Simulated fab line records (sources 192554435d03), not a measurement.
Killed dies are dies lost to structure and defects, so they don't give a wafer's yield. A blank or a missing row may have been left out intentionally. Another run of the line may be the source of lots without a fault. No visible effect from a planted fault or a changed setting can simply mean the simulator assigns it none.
A struck lot beside a sound one | flow n5 finfet | 14 out of 1938 route steps
Sound: wafers L429.1, L429.3, L429.4. Wafers struck: L440.4, L440.6. At the end, the cause is stated.
For every step that has rows: the tool of each side, followed by ch and its chambers, followed by its first start. Under that, the readings that differ: sound wafers | struck wafers | difference of the means | sigmas: that difference in standard deviations of wafers without a fault.
alike: a reading whose means differ by less than 2 such deviations, as well as words and numbers matching on both sides. not compared: withheld readings; readings where some wafer has no value; bounds like >300 that might hide an equal value; numbers whose values overlap and for which the record gives no deviation.
Wherever a step has rows on one side only, a row that says differs or no value, or a row with sigmas, the two part there. Non-overlapping numbers with no deviation appear without sigmas and do not part them. A reading that every wafer of one side lacks parts them only if that side has two wafers or more.

N5_BEOL_M6_CURE_75: cures SiCOH lowk, time 120 s.
  sound on uv cure-02 ch 0, day 9 00:56; struck on uv cure-01 ch 0, day 11 20:06
  alike: lamp power pct, wafer_temp_C_max
then, 1 step without rows for these wafers: N5_BEOL_M6_DEGAS_44 (time 60 s).
N5_BEOL_M6_PRE_CLEAN_45: time 30 s.
  sound: pvd sputter-02 at day 9 01:18; struck: pvd sputter-02 at day 11 20:53
  alike: heater power w, susceptor temp C
then, 1 step without rows for these wafers: N5_BEOL_M6_ALD_77 (deposits TaN, target thk 2 nm, pulse time 2 s, purge time 3 s).
N5_BEOL_M6_SURFACE_TREAT_79:
  sound: pvd sputter-03 at day 9 01:43; struck: pvd sputter-01 at day 11 21:25
  not compared: throttle valve pct
then, 1 step without rows for these wafers: N5_BEOL_M6_CVD_78 (deposits Co from CCTBA/H2, target thk 2 nm, time 142.3 s).
N5_BEOL_M6_SPUTTER_48: material Cu, target thk 10 nm, time 1.667 s.
  sound: pvd sputter-01 at day 9 01:54; struck: pvd sputter-02 at day 11 21:48
  alike: susceptor temp C, throttle valve pct
then, 1 step without rows for these wafers: N5_BEOL_M6_ECD_50 (material Cu, target thk 300 nm).
N5_BEOL_M6_ANNEAL_51: time 90 s.
  sound on rtp anneal-01 ch 0, day 9 02:10; struck on rtp anneal-01 ch 0, day 11 22:10
  alike: wafer_temp_C_max
then, 1 step without rows for these wafers: N5_BEOL_M6_CMP_52 (polishes, stops on SiCOH lowk, t overpolish 6.9 s, target thk 80 nm).
N5_BEOL_M6_THK_MEAS_53: measures by xrf.
  sound: film metro-01 at day 9 02:46; struck: film metro-01 at day 11 22:37
  alike: M6_THK
then, 1 step without rows for these wafers: N5_BEOL_M6_PRE_CLEAN_55 (time 15 s).
N5_BEOL_M6_DEP_56: deposits SiCN from 3MS/NH3, target thk 10 nm, time 17.5 s.
  sound on pecvd-01 ch 0,2, day 9 02:49; struck on pecvd-01 ch 0,2, day 11 22:42
  reading                                  | sound       | struck    | difference | sigmas
  model.SiCN_of_BEOL_M6_DEP_56.thk nm (nm) | 9.8 9.8 9.8 | 16.2 16.4 | +6.5       |
  alike: showerhead plenum p Torr, throttle valve pct
N5_BEOL_M6_RS_MEAS_57: uses a four-point probe to measure.
  sound: film metro-01 at day 9 02:53; struck: film metro-02 at day 11 22:45
  alike: M6_RS

## WHERE THEY PART
Nowhere in this record.

WHY: what the simulator had put in
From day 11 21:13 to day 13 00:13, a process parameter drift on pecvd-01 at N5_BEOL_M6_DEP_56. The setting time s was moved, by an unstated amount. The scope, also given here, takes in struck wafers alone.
